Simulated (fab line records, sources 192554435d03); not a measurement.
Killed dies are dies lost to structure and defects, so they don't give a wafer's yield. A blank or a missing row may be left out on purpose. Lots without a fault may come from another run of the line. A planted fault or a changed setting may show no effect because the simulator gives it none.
Tool commonality check | flow n5_finfet | 9 lots, 27 wafers sampled

WHY IT WAS OPENED
At N5_BEOL_M11_OCD_MEAS_38 the reading trench_depth_nm is flagged on 2 of 9 lots. Wafers without a fault read 148.2 nm, standard deviation 2.8.
Rule: a lot is flagged when every wafer of it that has a number lies more than 4 standard deviations from that mean, or none has a number. The other lots count as sound.

lot  | measured     | on     | trench_depth_nm (nm), wafer by wafer | flag
L715 | day 10 12:10 | ocd-01 | 146.4 151.4 152.6                    |
L719 | day 11 16:55 | ocd-02 | 144.0 152.0 148.0                    |
L720 | day 12 09:41 | ocd-01 | 141.6 145.4 145.7                    |
L721 | day 12 16:29 | ocd-01 | 152.3 153.1 154.3                    |
L724 | day 13 13:30 | ocd-02 | 149.2 150.3 148.3                    |
L723 | day 13 13:34 | ocd-01 | 145.6 153.0 152.1                    |
L729 | day 14 05:07 | ocd-02 | 133.5 136.1 135.4                    | FLAGGED
L733 | day 15 03:50 | ocd-01 | 133.3 133.3 133.1                    | FLAGGED
L736 | day 16 11:27 | ocd-01 | 146.0 151.2 152.3                    |
The numbers of the flagged lots are 134.1 nm on average: -14.1 nm against the usual, or -5 standard deviations.

WHICH TOOL RAN EACH LOT
The record holds 2 process steps before the reading, out of a route of 1938 steps. In each cell: the tool, then ch and the chambers that the sampled wafers went through, then the start.
lot  | flag    | N5_BEOL_M11_STRIP_36               | N5_BEOL_M11_TRENCH_ETCH_37
L715 |         | rie_diel-02 ch 0,1,2, day 10 11:56 | rie_diel-02 ch 0,1,2, day 10 11:59
L719 |         | rie_diel-06 ch 0,2,3, day 11 16:42 | rie_diel-06 ch 0,2,3, day 11 16:44
L720 |         | rie_diel-06 ch 0,1,3, day 12 09:28 | rie_diel-06 ch 0,1,3, day 12 09:30
L721 |         | rie_diel-02 ch 1,2, day 12 16:16   | rie_diel-02 ch 1,2, day 12 16:18
L724 |         | rie_diel-05 ch 0,1,2, day 13 13:17 | rie_diel-05 ch 0,1,2, day 13 13:19
L723 |         | rie_diel-06 ch 1,2, day 13 13:20   | rie_diel-06 ch 1,2, day 13 13:23
L729 | FLAGGED | rie_diel-02 ch 1,2, day 14 04:53   | rie_diel-02 ch 1,2, day 14 04:56
L733 | FLAGGED | rie_diel-02 ch 2,3, day 15 03:37   | rie_diel-02 ch 2,3, day 15 03:39
L736 |         | rie_diel-06 ch 2,3, day 16 11:14   | rie_diel-06 ch 2,3, day 16 11:16
What these steps do:
- N5_BEOL_M11_STRIP_36: strips in N2/H2.
- N5_BEOL_M11_TRENCH_ETCH_37: etches SiCOH lowk in C4F6/O2, target depth 148.83 nm, time 48 s.
- N5_BEOL_M11_OCD_MEAS_38

FLAGGED OVER TOTAL, TOOL BY TOOL (the gauges that took the reading come last)
step                       | tool        | lots run | flagged | share of the flagged lots | sound lots run after its first flagged lot
N5_BEOL_M11_STRIP_36       | rie_diel-02 | 4        | 2       | all                       | 0
N5_BEOL_M11_STRIP_36       | rie_diel-05 | 1        | 0       | none                      | -
N5_BEOL_M11_STRIP_36       | rie_diel-06 | 4        | 0       | none                      | -
N5_BEOL_M11_TRENCH_ETCH_37 | rie_diel-02 | 4        | 2       | all                       | 0
N5_BEOL_M11_TRENCH_ETCH_37 | rie_diel-05 | 1        | 0       | none                      | -
N5_BEOL_M11_TRENCH_ETCH_37 | rie_diel-06 | 4        | 0       | none                      | -
N5_BEOL_M11_OCD_MEAS_38    | ocd-01      | 6        | 1       | some                      | 1 (L736)
N5_BEOL_M11_OCD_MEAS_38    | ocd-02      | 3        | 1       | some                      | 0

WHAT THE TABLE ALLOWS
2 rows of the table ran every flagged lot: rie_diel-02 at N5_BEOL_M11_STRIP_36, rie_diel-02 at N5_BEOL_M11_TRENCH_ETCH_37.
- rie_diel-02 at N5_BEOL_M11_STRIP_36: 2 of its 4 lots flagged. Its last sound lot is L721 (day 12 16:16), its first flagged lot L729 (day 14 04:53): a fault that began between those two fits.
- rie_diel-02 at N5_BEOL_M11_TRENCH_ETCH_37: 2 of its 4 lots flagged. Its last sound lot is L721 (day 12 16:18), its first flagged lot L729 (day 14 04:56): a fault that began between those two fits. Its own readings lie more than 4 standard deviations out on every wafer of the flagged lots: rf_fwd_power_W, rf_vpp_V.
One tool is left: rie_diel-02 at N5_BEOL_M11_STRIP_36 and N5_BEOL_M11_TRENCH_ETCH_37.

WHAT THE SIMULATOR HAD PUT IN
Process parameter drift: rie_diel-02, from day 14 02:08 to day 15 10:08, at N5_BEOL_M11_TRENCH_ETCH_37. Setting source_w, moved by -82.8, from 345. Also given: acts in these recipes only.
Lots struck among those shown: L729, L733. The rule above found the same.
